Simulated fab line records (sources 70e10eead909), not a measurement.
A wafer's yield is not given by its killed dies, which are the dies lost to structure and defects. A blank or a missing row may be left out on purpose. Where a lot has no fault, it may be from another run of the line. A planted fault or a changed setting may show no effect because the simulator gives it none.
Matching of chambers ; flow nand-harc ; NHARC_A_STAIRCASE_DESCUM_252 on rie-diel-04 has 4 sister chambers
The step chemistry O2, time 3 s. 4 wafers are shown with their chamber, then 11 later ones without.

EACH WAFER AND ITS CHAMBER
wafer;chamber;drypump-motor-current-A (A)
L088.1;2;5.8
L088.5;3;6.2
L090.5;0;4.6
L092.1;1;4.9

WAFERS MISSING THEIR CHAMBER
wafer;drypump-motor-current-A (A)
L092.3;6.2
L092.6;6.2
L091.3;4.9
L091.4;4.6
L091.6;6.2
L094.4;6.2
L094.5;5.7
L094.6;6.2
L093.3;4.9
L093.5;5.8
L093.6;6.2

WHICH CHAMBER EACH ONE RAN IN
wafer;from the rows above;in truth
L092.3;3;3
L092.6;3;3
L091.3;1;1
L091.4;0;0
L091.6;3;3
L094.4;3;3
L094.5;2;2
L094.6;3;3
L093.3;1;1
L093.5;2;2
L093.6;3;3
Placed correctly: 11 of 11. Number that these rows cannot place: 0. Wrongly placed: 0.
How it was worked out, from the rows above alone: a wafer's distance from a chamber is the root of the sum, over the readings, of the square of ((its reading less the chamber's mean) divided by the reading's scatter). The wafer belongs to the nearest chamber; if the next one is less than 2 further off, it can't be placed. A chamber's mean is the mean of its shown wafers. The scatter: with one shown wafer a chamber, the root of the mean of the squares of how far each hidden wafer lies from its nearest shown one.
